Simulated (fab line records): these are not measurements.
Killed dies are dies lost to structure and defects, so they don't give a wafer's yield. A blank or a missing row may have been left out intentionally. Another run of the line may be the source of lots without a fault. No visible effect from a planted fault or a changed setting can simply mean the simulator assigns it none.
Which of the tools did it?	flow nand-harc	13 lots, 38 wafers sampled, at 4 steps of a route of 1302

== WHAT EACH GAUGE READ, for each wafer ==
NHARC_A_SOURCE_PLATE_THK_MEAS_09: measures by ellipsometry. Usual: 9.6 nm for thk-nm, sd 1.
lot	measured	on	thk-nm (nm)	flag
L693	day 7 06:31	film-metro-02	9.1 8.7 11.1	
L694	day 7 06:31	film-metro-01	9.8 8.3 8.9	
L695	day 8 00:07	film-metro-02	11.2 8.1 9.4	
L696	day 8 07:13	film-metro-01	11.2 11.6 10.3	
L697	day 8 15:17	film-metro-01	8.3 10.1 10.3	
L699	day 9 06:53	film-metro-01	9.5 11.6 9.7	
L698	day 9 06:53	film-metro-02	9.3 9.6 9.1	
L700	day 9 21:52	film-metro-02	8.3 9.2 10.6	
L701	day 10 11:28	film-metro-01	9.9 10.9 10.9	
L708	day 13 02:17	film-metro-01	8.4 8.3	
L713	day 15 12:51	film-metro-01	9.9 8.4 8.4	
L715	day 16 09:44	film-metro-02	10.2 8.6 9.3	
L716	day 16 15:11	film-metro-01	11.1 8.9 10.9	

NHARC_A_ONON_D1_THK_MEAS_05: measures by ellipsometry. Usual: 1000 nm for thk-nm, sd 10.
lot	measured	on	thk-nm (nm)	flag
L693	day 7 20:46	film-metro-02	1015 1013 1012	
L694	day 7 20:46	film-metro-01	982 980 981	
L695	day 8 13:55	film-metro-01	991 991 991	
L696	day 8 22:13	film-metro-02	1022 1020 1021	
L697	day 9 06:05	film-metro-02	996 998 997	
L699	day 9 20:57	film-metro-02	991 991 992	
L698	day 9 20:58	film-metro-01	998 1000 1000	
L700	day 10 12:04	film-metro-01	1002 1002 1001	
L701	day 11 03:28	film-metro-02	997 997 998	
L708	day 13 16:20	film-metro-02	993 1796	OFF
L713	day 16 03:06	film-metro-01	988 988 986	
L715	day 17 02:03	film-metro-01	1003 1001 1004	
L716	day 17 05:25	film-metro-02	1012 1010 1011	

NHARC_END_SORT_01. Usual: killed-at-array 61, standard deviation 26; killed-at-other 0.8, standard deviation 1.1; killed-at-periphery 4.0, standard deviation 2.6; killed-dies 66, standard deviation 26; killed-open 3.1, standard deviation 1.7; killed-short 2.5, standard deviation 1.5.
lot	measured	on	killed-at-array	killed-at-other	killed-at-periphery	killed-dies	killed-open	killed-short	flag
L697	day 25 15:56	prober-02	88 97 80	0 0 0	2 8 8	90 105 88	4 3 5	3 4 2	
L708	day 30 17:51	prober-01	23 673	0 0	4 4	27 677	5 6	2 0	OFF

== WHAT TOOL EACH LOT RAN ON (gives the tool, then ch and the chambers of the sampled wafers, and finally the start) ==
lot	NHARC_A_ONON_D1_DEP_03
L693	pecvd-onon-03 ch 0, day 7 20:16
L694	pecvd-onon-04 ch 0, day 7 20:16
L695	pecvd-onon-04 ch 0, day 8 13:25
L696	pecvd-onon-04 ch 0, day 8 21:41
L697	pecvd-onon-01 ch 0, day 9 05:38
L699	pecvd-onon-04 ch 0, day 9 20:26
L698	pecvd-onon-03 ch 0, day 9 20:30
L700	pecvd-onon-04 ch 0, day 10 11:37
L701	pecvd-onon-04 ch 0, day 11 02:58
L708	pecvd-onon-03 ch 0, day 13 16:03
L713	pecvd-onon-01 ch 0, day 16 02:42
L715	pecvd-onon-01 ch 0, day 17 01:35
L716	pecvd-onon-01 ch 0, day 17 04:58
- NHARC_A_ONON_D1_DEP_03: target thk 1000 nm.

== AS READ BY THE TOOLS THEMSELVES (means over the sampled wafers that have a number; for cases with no such wafer, the mark the record gives instead) ==
NHARC_A_ONON_D1_DEP_03. Usual: 2749 sccm for n2-flow-sccm, sd 8.
lot	tool	n2-flow-sccm (sccm)	flag
L693	pecvd-onon-03	2749	
L694	pecvd-onon-04	2754	
L695	pecvd-onon-04	2740	
L696	pecvd-onon-04	2754	
L697	pecvd-onon-01	2751	
L699	pecvd-onon-04	2749	
L698	pecvd-onon-03	2751	
L700	pecvd-onon-04	2756	
L701	pecvd-onon-04	2742	
L708	pecvd-onon-03	2751	
L713	pecvd-onon-01	2747	
L715	pecvd-onon-01	2747	
L716	pecvd-onon-01	2756	

== THE ANSWER, worked out from the rows above alone ==
Rule: a lot counts as off when the mean over its wafers that have a number is more than 3 standard deviations away from the usual mean. A lot without any number at a reading at which 4 lots or more have one is off too. All remaining lots with rows at the step are treated as sound. After the gauges, taken in route order, come the tools' own readings; for these a lot's mean is taken, as printed above. The first step at which some lot is off is used, and at that step the reading that is off furthest; a lot without a number counts as furthest.
Off: L708, at NHARC_A_ONON_D1_THK_MEAS_05 (thk-nm).
If a tool, at a process step before that reading, ran all the lots that are off and no sound lot after the first of them, it fits. The gauges at NHARC_A_ONON_D1_THK_MEAS_05 aren't tried: what is off there is off at NHARC_END_SORT_01 too, on other tools, and a gauge's error can't cause that. One candidate fits, namely pecvd-onon-03 at NHARC_A_ONON_D1_DEP_03. A fault onset in the window from L698 (day 9 20:30, its last sound lot) to L708 (day 13 16:03, its first lot off) fits.

== WHAT THE SIMULATOR HAD INSERTED ==
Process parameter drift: pecvd-onon-03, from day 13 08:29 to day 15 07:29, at NHARC_A_ONON_D1_DEP_03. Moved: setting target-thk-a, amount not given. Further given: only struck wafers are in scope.
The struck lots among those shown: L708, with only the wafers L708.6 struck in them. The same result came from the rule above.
